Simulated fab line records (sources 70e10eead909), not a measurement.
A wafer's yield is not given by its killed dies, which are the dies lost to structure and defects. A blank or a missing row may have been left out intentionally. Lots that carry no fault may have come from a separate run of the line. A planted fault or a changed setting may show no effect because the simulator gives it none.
Chamber matching :: flow nandHarc :: NHARC_A_CHANNEL_FILL_D1_ALD_14 on aldHk-03: 4 sister chambers
The step deposits SiO2, target thk 2.5 nm, pulse time 10 s, ald cycles 25. 7 wafers are shown with their chamber, then 7 later ones without.

== WAFERS, EACH WITH ITS CHAMBER ==
wafer: L125.6
chamber: 3
heaterPowerOuterW (W): 256
heaterPowerW (W): 444

wafer: L128.4
chamber: 3
heaterPowerOuterW (W): 259
heaterPowerW (W): 440

wafer: L128.6
chamber: 2
heaterPowerOuterW (W): 258
heaterPowerW (W): 456

wafer: L129.3
chamber: 2
heaterPowerOuterW (W): 261
heaterPowerW (W): 473

wafer: L129.6
chamber: 0
heaterPowerOuterW (W): 226
heaterPowerW (W): 405

wafer: L136.1
chamber: 0
heaterPowerOuterW (W): 228
heaterPowerW (W): 424

wafer: L136.4
chamber: 1
heaterPowerOuterW (W): 304
heaterPowerW (W): 521

== WAFERS WHOSE CHAMBER IS MISSING ==
wafer: L136.5
heaterPowerOuterW (W): 229
heaterPowerW (W): 402

wafer: L138.2
heaterPowerOuterW (W): 267
heaterPowerW (W): 471

wafer: L138.3
heaterPowerOuterW (W): 284
heaterPowerW (W): 494

wafer: L138.6
heaterPowerOuterW (W): 282
heaterPowerW (W): 484

wafer: L140.3
heaterPowerOuterW (W): 323
heaterPowerW (W): 562

wafer: L140.4
heaterPowerOuterW (W): 214
heaterPowerW (W): 392

wafer: L140.6
heaterPowerOuterW (W): 284
heaterPowerW (W): 482

== THE CHAMBER EACH PASSED THROUGH ==
wafer: L136.5
from the rows above: 0
in truth: 0

wafer: L138.2
from the rows above: can't be placed: 2 or 3
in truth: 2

wafer: L138.3
from the rows above: 1
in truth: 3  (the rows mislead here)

wafer: L138.6
from the rows above: can't be placed: 2 or 1 or 3
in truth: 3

wafer: L140.3
from the rows above: 1
in truth: 1

wafer: L140.4
from the rows above: 0
in truth: 0

wafer: L140.6
from the rows above: can't be placed: 1 or 2
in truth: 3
3 of 7 placed correctly. Cannot be placed on the basis of these rows: 3; the candidates contain the true chamber in 2. Placed wrongly: 1.
How it was worked out, from the rows above alone: a wafer's distance from a chamber is the root of the sum, over the readings, of the square of ((its reading less the chamber's mean) divided by the reading's scatter). If the next closest chamber is less than 2 further off than the closest, the wafer can't be placed; otherwise it belongs to the closest. The mean given for a chamber averages the wafers shown for that chamber. The scatter is the square root of a quotient: the sum, over the shown wafers, of each reading's squared deviation from its chamber's mean, divided by wafers minus chambers.
